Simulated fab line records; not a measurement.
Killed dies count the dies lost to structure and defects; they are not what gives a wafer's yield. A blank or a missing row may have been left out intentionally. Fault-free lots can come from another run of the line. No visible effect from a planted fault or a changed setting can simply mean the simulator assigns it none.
fab line records	flow nandHarc	part 2 of 2: steps 29 to 38 of 38
record: lots: 5	wafers: 15	lastDay: 24
route steps=1159 shown P_STI@95 P_GATE@110
lots that met no fault: taken from a fault-free run of the same line
startH: start of the lot's first displayed wafer, in hours after the record's first day	waitH: hours since the lot's step before	" the same as in the row above	L1.1+2: a single row standing in for several wafers	- either no value or no given start	* or withheld: withheld	< > ~ a bound
route shown NAME@n: a module of which the file shows steps, and the number in the route of the first	usual: mean and standard deviation over wafers with no fault	same: alike in all rows	chamber/n: place in a boat	sites: each site's reading	_std_site: their standard deviation	_edge_site: the outer-site mean with the inner-site mean subtracted	radiusMm: for every site, how far away it sits from the centre of the wafer	mask NAME#n: copy n	behind: the tool/chamber that last shaped the wafer	hold: cause of the lot's hold/its duration in hours/its outcome	device: the transistor (n, p or np) that didn't switch	end of line: the same wafers' tests at the end of the route	a step given without rows: its recipe and nothing more	killed: the dies lost at the first sort to structure and to defects; this is not the yield of the wafer	map: shows each die of a wafer: x if killed, . if not, _ if none is there
set.NAME: the setting the step ran with; set.NAME@STEP: the setting that earlier step ran with	model.NAME: the simulator's own value behind a step, which no gauge read
lots at selected steps of the route; one table per step, one row per wafer
services: when a tool's chamber went out of use (startH, in hours from the record's first day, below 0 if earlier), for how many hours, and the reason
== steps ==
step: NHARC_P_GATE_DESCUM_13
recipe: timeS: 3	o2FlowSccm: 200	arFlowSccm: 0	biasPowerW: 0	chemistry: O2
usual: drypumpMotorCurrentA: 5.5/0.34	oesProductAu: 1.003/0.009	rfVppV: 57.8/0.91	showerheadPlenumPTorr: 1.89/0.09	throttleValvePct: 11.311/0.0091
same: biasPowerW: 0
lot.wafer	tool	chamber	startH	waitH	drypumpMotorCurrentA	oesProductAu	rfHoursCounterH	rfVppV	showerheadPlenumPTorr	throttleValvePct
L078.1	rieDiel-11	0	99.57	-	5.2	1.001	11	58.6	2.00	11.307
L078.3	"	2	"	"	5.9	0.997	14	57.7	1.80	11.308
L078.4	"	2	"	"	5.9	1.007	-	56.8	1.80	11.301
L084.2	rieDiel-10	1	128.47	-	5.3	1.010	47	58.7	2.01	11.335
L084.1	"	3	"	"	5.4	1.009	46	57.6	1.97	11.314
L084.5	"	1	"	"	5.3	1.009	-	59.3	2.01	11.303
L088.2	rieDiel-10	2	158.62	-	5.7	1.005	54	56.5	1.80	11.307
L088.1	"	0	"	"	5.3	1.020	58	58.0	1.95	11.311
L088.5	"	3	"	"	5.4	1.011	-	57.3	1.96	11.321
L089.2	rieDiel-10	2	166.99	-	5.7	1.006	58	59.1	1.80	11.313
L089.3	"	0	"	"	5.3	1.000	62	58.9	1.95	11.316
L089.1	"	1	"	"	5.3	1.009	57	58.8	2.01	11.305
L097.1	rieDiel-11	0	212.44	-	5.2	1.009	3	58.4	1.99	11.314
L097.2	"	2	"	"	5.9	1.011	3	55.1	1.79	11.306
L097.3	"	0	"	"	5.2	0.997	-	58.0	1.99	11.280
step: NHARC_P_GATE_ETCH_14
recipe: targetDepthA: 488	chemistry: dHF	material: SiO2
lot.wafer	tool	chamber	startH	waitH
L078.4+3+1	wetBench-02	1,2,3	99.74	0.1
L084.5+1+2	wetBench-04	3,4,6	128.61	0.1
L088.2+5+1	wetBench-07	7,0,1	158.79	0.1
L089.3+2+1	wetBench-07	1,2,4	167.14	0.1
L097.1+3+2	wetBench-04	3,6,7	212.66	0.2
step: NHARC_P_GATE_STRIP_15
recipe: timeS: 780	tempC: 130	chemistry: SPM
usual: bathHeatDutyPct: 14.5/1.3
lot.wafer	tool	chamber	startH	waitH	bathHeatDutyPct
L078.4	wetBench-02	1	99.78	0.0	14.5
L078.3	"	2	"	"	13.4
L078.1	"	3	"	"	11.8
L084.5	wetBench-04	3	128.65	0.0	13.2
L084.1	"	4	"	"	17.2
L084.2	"	6	"	"	16.3
L088.2	wetBench-07	7	158.83	0.0	16.0
L088.5	"	0	"	"	15.9
L088.1	"	1	"	"	12.9
L089.3	wetBench-07	1	167.18	0.0	13.0
L089.2	"	2	"	"	13.7
L089.1	"	4	"	"	14.0
L097.1	wetBench-04	3	212.70	0.0	15.2
L097.3	"	6	"	"	15.5
L097.2	"	7	"	"	14.2
step: NHARC_P_GATE_PRECLEAN_71
recipe: timeS: *	tempC: 50	bathAgeMin: 0	chemistry: SC1
usual: bathHeatDutyPct: 7.0/0.75	h2o2FlowMLMin: 56.62/0.18	nh4ohFlowMLMin: 28.31/0.097
lot.wafer	tool	chamber	startH	waitH	bathHeatDutyPct	h2o2FlowMLMin	nh4ohFlowMLMin
L078.4	wetBench-02	1	-	-	8.4	56.74	28.45
L078.3	"	2	"	"	6.1	56.72	28.46
L078.1	"	3	"	"	5.5	56.86	28.29
L084.5	wetBench-04	3	-	-	7.9	56.78	28.53
L084.1	"	4	"	"	8.6	56.46	28.34
L084.2	"	6	"	"	6.7	56.82	28.41
L088.2	wetBench-07	7	-	-	7.1	56.55	28.36
L088.5	"	0	"	"	8.6	56.87	28.31
L088.1	"	1	"	"	7.1	56.79	28.13
L089.3	wetBench-07	1	-	-	6.4	56.43	28.16
L089.2	"	2	"	"	5.9	56.69	28.27
L089.1	"	4	"	"	7.8	56.61	28.31
L097.1	wetBench-04	3	-	-	7.5	56.48	28.12
L097.3	"	6	"	"	8.3	56.20	28.36
L097.2	"	7	"	"	5.8	56.29	28.32
step: NHARC_P_GATE_SRD_72
lot.wafer	tool	chamber	startH	waitH
L078.4+3+1	wetBench-02	1,2,3	-	-
L084.5+1+2	wetBench-04	3,4,6	-	-
L088.2+5+1	wetBench-07	7,0,1	-	-
L089.3+2+1	wetBench-07	1,2,4	-	-
L097.1+3+2	wetBench-04	3,6,7	-	-
step: NHARC_P_GATE_OXIDE_16
recipe: targetThkA: 30	tempC: 875	oxTimeS: 392	material: SiO2
usual: tubeCenterTempC: 875/0.078
lot.wafer	tool	chamber	startH	waitH	tubeCenterTempC
L078.1	furnace-02	0	103.13	-	875.01
L078.3	"	0	"	"	874.92
L078.4	"	0	"	"	875.01
L084.1	furnace-07	0	131.73	-	875.03
L084.2	"	0	"	"	875.06
L084.5	"	0	"	"	875.15
L088.1	furnace-08	0	165.96	-	875.07
L088.2	"	0	"	"	874.96
L088.5	"	0	"	"	874.92
L089.1	furnace-07	0	170.22	-	875.01
L089.2	"	0	"	"	874.84
L089.3	"	0	"	"	874.99
L097.1	furnace-02	0	216.05	-	874.8
L097.2	"	0	"	"	875.05
L097.3	"	0	"	"	875.06
step: NHARC_P_GATE_CVD_17
recipe: targetThkA: 1500	tempC: 620	timeS: 900	material: poly-Si
usual: tubeCenterTempC: 620.01/0.055
lot.wafer	tool	chamber	startH	waitH	tubeCenterTempC
L078.1	lpcvdPoly-02	0	109.45	2.9	620.02
L078.3	"	0	"	"	620.05
L078.4	"	0	"	"	620.02
L084.1	lpcvdPoly-01	0	137.99	2.7	619.96
L084.2	"	0	"	"	619.98
L084.5	"	0	"	"	620.02
L088.1	lpcvdPoly-02	0	172.33	2.9	619.94
L088.2	"	0	"	"	620.04
L088.5	"	0	"	"	620.06
L089.1	lpcvdPoly-01	0	176.48	2.7	619.99
L089.2	"	0	"	"	620.03
L089.3	"	0	"	"	620.03
L097.1	lpcvdPoly-02	0	222.41	2.9	620.01
L097.2	"	0	"	"	619.99
L097.3	"	0	"	"	620
step: NHARC_P_GATE_HM_DEP_102
recipe: targetThkA: 1200	tempC: 400	material: aC
usual: throttleValvePct: 35.001/0.0089
lot.wafer	tool	chamber	startH	waitH	throttleValvePct
L078.1	aclDep-02	0	114.29	2.6	35.017
L078.3	"	0	"	"	34.987
L078.4	"	0	"	"	35.001
L084.1	aclDep-03	0	140.62	0.4	35.001
L084.2	"	0	"	"	35.010
L084.5	"	0	"	"	35.009
L088.1	aclDep-03	0	175.31	0.7	34.996
L088.2	"	0	"	"	34.995
L088.5	"	0	"	"	35.010
L089.1	aclDep-01	0	182.42	3.7	35.001
L089.2	"	0	"	"	35.000
L089.3	"	0	"	"	35.004
L097.1	aclDep-02	0	226.83	2.2	34.996
L097.2	"	0	"	"	35.010
L097.3	"	0	"	"	35.007
step: NHARC_P_GATE_DEP_103
recipe: targetThkA: 300	targetThkNm: 30	tempC: 400	flowSccm: 200	rfW: 350	material: SiON
usual: heaterPowerW: 743/80
lot.wafer	tool	chamber	startH	waitH	heaterPowerW	sinceWetCleanH
L078.3	pecvd-02	1	114.99	0.4	793	129
L078.1	"	2	"	"	689	130
L078.4	"	2	"	"	678	-
L084.1	pecvd-04	0	141.41	0.7	643	114
L084.2	"	2	"	"	830	114
L084.5	"	1	"	"	650	-
L088.2	pecvd-04	0	175.97	0.4	661	149
L088.1	"	2	"	"	830	149
L088.5	"	2	"	"	778	-
L089.3	pecvd-04	0	183.09	0.3	673	156
L089.1	"	1	"	"	683	156
L089.2	"	2	"	"	787	156
L097.2	pecvd-04	2	227.51	0.5	888	19
L097.1	"	0	"	"	654	19
L097.3	"	1	"	"	648	19
step: NHARC_P_GATE_DEHYDRATE_18
recipe: tempC: 150	timeS: 120
usual: heaterPowerTotalW: 182.6/1.2	resistLineTempC: 23.01/0.12
lot.wafer	tool	chamber	startH	waitH	heaterPowerTotalW	resistLineTempC
L078.1	lithoTrack-04	0	115.23	0.2	181.0	22.88
L078.3	"	0	"	"	184.4	22.96
L078.4	"	0	"	"	181.8	22.95
L084.1	lithoTrack-01	0	141.68	0.2	184.7	23.32
L084.2	"	0	"	"	180.5	23.21
L084.5	"	0	"	"	181.1	23.04
L088.1	lithoTrack-01	0	176.33	0.3	184.3	23.10
L088.2	"	0	"	"	182.5	23.00
L088.5	"	0	"	"	180.6	22.95
L089.1	lithoTrack-06	0	183.36	0.2	183.2	22.96
L089.2	"	0	"	"	182.7	22.88
L089.3	"	0	"	"	182.2	22.95
L097.1	lithoTrack-06	0	227.78	0.2	183.7	23.09
L097.2	"	0	"	"	182.1	23.01
L097.3	"	0	"	"	183.9	23.03
== services ==
tool	chamber	startH	hours	kind
lithoTrack-03	-	38.00	7.0	pm
furnace-08	-	40.13	3.4	repair
wetBench-05	-	58.30	2.1	repair
lithoTrack-05	-	62.00	7.0	pm
wetBench-04	-	81.18	3.4	repair
wetBench-07	-	96.00	8.0	pm
cmp-04	-	105.00	4.0	pm
hdpcvd-01	-	111.00	13.0	pm
wetBench-09	-	112.80	8.0	pm
wetBench-03	-	146.40	8.0	pm
furnace-07	-	148.07	1.6	repair
rieDiel-10	1	152.61	8.9	repair
pecvd-04	1	153.72	23.2	repair
wetBench-04	-	163.20	8.0	pm
hdpcvd-01	-	168.06	8.1	repair
rieDiel-10	-	174.08	0.2	repair
wetBench-02	-	176.20	1.3	repair
rieDiel-10	-	176.50	9.0	pm
wetBench-02	-	180.00	8.0	pm
pecvd-04	-	195.42	13.0	pm
wetBench-05	-	196.80	8.0	pm
furnace-06	-	198.66	26.0	pm
cmp-04	-	203.01	4.0	pm
lithoTrack-03	-	213.00	7.0	pm
